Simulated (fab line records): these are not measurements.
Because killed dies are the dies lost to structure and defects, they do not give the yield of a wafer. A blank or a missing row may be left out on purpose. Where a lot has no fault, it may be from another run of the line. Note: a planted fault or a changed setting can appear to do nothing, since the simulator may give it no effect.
Matching of chambers -- flow nand_harc -- NHARC_P_M0_PRE_CLEAN_31 on pecvd-02 has 3 sister chambers
The step time 12 s. 14 wafers are shown with their chamber, then 7 later ones without.

WAFERS, EACH WITH ITS CHAMBER
wafer,chamber,heater_power_w (W)
L074.1,0,658
L074.2,2,557
L074.4,1,484
L075.1,2,543
L075.3,0,712
L075.6,2,541
L077.4,1,505
L077.5,0,630
L077.6,2,498
L088.1,2,534
L088.4,2,535
L088.5,0,717
L093.1,1,576
L093.2,0,677

SIGNATURES, as means of the wafers listed above
reading,chamber 0,chamber 1,chamber 2,scatter within a chamber
heater_power_w,678.80,521.67,534.67,33
Rule: for each reading, subtract the chamber's mean from the wafer's reading, divide by that reading's scatter and square the result; add these up over the readings and take the root, which gives the wafer's distance from the chamber. If the next closest chamber is less than 2 further off than the closest, the wafer can't be placed; otherwise it belongs to the closest. The scatter is the square root of a quotient: the sum, over the shown wafers, of each reading's squared deviation from its chamber's mean, divided by wafers minus chambers.

WAFERS WITH NO CHAMBER GIVEN
wafer,heater_power_w (W)
L093.5,678
L094.1,551
L094.4,605
L094.5,549
L095.2,512
L095.4,558
L095.5,720

WHICH CHAMBER EACH ONE RAN IN
wafer,from the rows above,in truth
L093.5,0,0
L094.1,can't be placed: 2 or 1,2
L094.4,can't be placed: 2 or 0 or 1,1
L094.5,can't be placed: 2 or 1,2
L095.2,can't be placed: 1 or 2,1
L095.4,can't be placed: 2 or 1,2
L095.5,0,0
Correctly placed: 2 of 7. Not placeable from these rows: 5 (in 5, the candidates include the true chamber). Placed wrongly: 0.
